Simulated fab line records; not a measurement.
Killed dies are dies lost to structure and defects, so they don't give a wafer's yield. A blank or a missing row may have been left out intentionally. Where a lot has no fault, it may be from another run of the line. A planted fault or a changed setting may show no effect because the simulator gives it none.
Which tool is to blame? ; flow nand-harc ; 24 lots (72 wafers sampled), 1 step of a 1159-step route

## WHAT THE GAUGES SHOWED, per wafer
NHARC_P_M1_INSPECT_11.
lot;measured;on;raw-defect-count
L075;day 5 19:40;defect-inspect-01;6 7 3
L074;day 6 06:41;defect-inspect-02;2 8 5
L077;day 6 18:20;defect-inspect-02;3 2 4
L076;day 6 18:55;defect-inspect-02;4 1 2
L078;day 6 23:14;defect-inspect-01;1 4 6
L079;day 7 12:23;defect-inspect-02;5 2 2
L080;day 7 14:14;defect-inspect-01;0 4 4
L082;day 8 01:31;defect-inspect-02;4 1 5
L081;day 8 06:28;defect-inspect-02;4 3 6
L083;day 8 06:50;defect-inspect-01;2 2 0
L084;day 8 16:59;defect-inspect-01;7 4 1
L085;day 9 05:46;defect-inspect-01;3 2 5
L086;day 9 06:04;defect-inspect-02;3 1 2
L087;day 9 07:23;defect-inspect-02;8 5 9
L088;day 9 20:50;defect-inspect-01;7 4 3
L089;day 9 22:01;defect-inspect-01;3 3 5
L090;day 10 04:05;defect-inspect-01;4 2 4
L091;day 10 04:32;defect-inspect-01;6 1 3
L092;day 10 11:28;defect-inspect-02;2 6 1
L093;day 10 15:31;defect-inspect-02;3 4 4
L095;day 11 03:46;defect-inspect-02;3 7 7
L094;day 11 04:37;defect-inspect-01;3 0 2
L097;day 11 14:59;defect-inspect-01;4 0 5
L096;day 11 17:50;defect-inspect-01;2 4 3

## EACH LOT AND THE TOOL THAT RAN IT (in order: tool; ch and the chambers of the sampled wafers; start)
No process step before these readings appears in the record.

## AS READ BY THE TOOLS THEMSELVES (means over the sampled wafers that have a number; for cases with no such wafer, the mark the record gives instead)
The record holds no such reading with a usual standard deviation.

## THE ANSWER, worked out from the rows above alone
Rule: the lots themselves supply what counts as usual. Put in order of their means at a reading, lots are off if they are a third of the lots or fewer, leave a main group of 4 or more, and stand apart from it by a gap of 3 or more times the standard deviation of the main group's means; of several such gaps the widest counts. Not used: any main group whose means are identical at the precision the tables above print for the reading. Also off: a lot with no number at a reading for which 4 or more lots have one. Any other lot the step has rows for is counted as sound. Order of review: gauges by route order, followed by the tools' own readings, for which a lot's mean as printed above is used. At the first step where some lot is off, the reading lying furthest off is the one used; lots without a number count as furthest.
None of the lots is off at any reading shown; this tells nothing.

## WHAT HAD BEEN PUT IN BY THE SIMULATOR
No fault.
